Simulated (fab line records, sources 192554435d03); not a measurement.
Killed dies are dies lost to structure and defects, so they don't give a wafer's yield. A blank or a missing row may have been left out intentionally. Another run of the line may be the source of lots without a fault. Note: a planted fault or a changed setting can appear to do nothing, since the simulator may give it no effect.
Struck lot and sound lot, side by side | flow n5_finfet | 15 steps out of a route of 1938
Sound: wafers L597.3, L597.5, L597.6. Struck: wafers L586.1, L586.2, L586.3. The cause is named last.
Each step with rows lists, per side, the tool, then ch with its chambers, then its first start. Under that, the readings that differ: sound wafers | struck wafers | difference of the means | sigmas: that difference in standard deviations of wafers without a fault.
alike: words and numbers the same on both sides, and readings whose means are apart by under 2 such deviations; not compared: readings that were withheld, readings missing a value for some wafer, numbers with overlapping values and no deviation given by the record, and bounds like >300 which may hide the same value.
Wherever a step has rows on one side only, a row that says differs or no value, or a row with sigmas, the two part there. Numbers that don't overlap but have no deviation are shown without sigmas and don't part them. Lack of a reading on every wafer of one side parts them only where that side has two or more wafers.

first, 7 steps without rows for these wafers: N5_WELL_APT_COAT_19 (resist thk 950 nm); N5_WELL_APT_EBR_21; N5_WELL_APT_SOFTBAKE_20 (time 60 s); N5_WELL_APT_EXPOSE_22 (exposes mask PWELL, defocus 0 nm, target cd 200 nm); N5_WELL_APT_PEB_23 (peb time 90 s); N5_WELL_APT_DEVELOP_24 (develop time 45 s); N5_WELL_APT_HARDBAKE_29 (time 120 s).
N5_WELL_APT_CD_MEAS_25: target cd 200 nm.
  sound on cd_sem-01 ch 0, day 6 09:17; struck on cd_sem-02 ch 0, day 3 15:09
  alike: cd_nm
N5_WELL_APT_OVL_MEAS_26:
  sound on overlay-01 ch 0, day 6 09:19; struck on overlay-02 ch 0, day 3 15:11
  alike: PWELL_OVL
N5_WELL_APT_INSPECT_27: inspects for defects (macro).
  sound on defect_inspect-02 at day 6 09:20; struck on defect_inspect-02 at day 3 15:12
  alike: raw_defect_count
N5_WELL_APT_DESCUM_30: chemistry O2, time 7.9 s.
  sound on rie_diel-04 ch 1,2, day 6 09:23; struck on rie_diel-06 ch 0,1,3, day 3 15:14
  reading                | sound             | struck            | difference | sigmas
  throttle_valve_pct (%) | 20.87 20.68 20.88 | 20.10 20.15 20.34 | -0.61      | -2
  alike: drypump_motor_current_A, oes_product_au, rf_vpp_V, showerhead_plenum_p_Torr, temp_c
  not compared: rf_hours_counter_h
next, for these wafers, 1 step has no rows: N5_WELL_APT_IMPLANT_31.
N5_WELL_APT_IMPLANT_32:
  sound on implanter-02 ch 0, day 6 09:43; struck on implanter-01 ch 0, day 3 15:31
  reading            | sound                            | struck                           | difference  | sigmas
  dose_ions_cm2      | 1.9981e+13 1.9989e+13 1.9995e+13 | 2.3184e+13 2.3183e+13 2.3213e+13 | +3.2050e+12 | +99 or more
  faraday_current_uA | 254 264 255                      | 286 295 305                      | +38         | +7
then, 1 step without rows for these wafers: N5_WELL_APT_STRIP_33 (strips in SPM, time 900 s).
-- record jumps: 11 days separate the struck wafers' starts on either side; left off in module WELL_APT, taken up again in module PASSIVATION, whose first shown step is the route's number 1936 --
N5_PASSIVATION_PROBE_49:
  sound on prober-01 at day 18 12:52; struck on prober-02 at day 15 02:11
  alike: killed_at_M0_to_M3, killed_at_M4_up, killed_at_contacts, killed_at_front_end, killed_at_other, killed_dies, killed_open, killed_short

## WHERE THEY PART
First at N5_WELL_APT_DESCUM_30; last, within this record, at N5_WELL_APT_IMPLANT_32. Later steps at which nothing parts them and some readings are alike: N5_PASSIVATION_PROBE_49.

WHY: what had been put in by the simulator
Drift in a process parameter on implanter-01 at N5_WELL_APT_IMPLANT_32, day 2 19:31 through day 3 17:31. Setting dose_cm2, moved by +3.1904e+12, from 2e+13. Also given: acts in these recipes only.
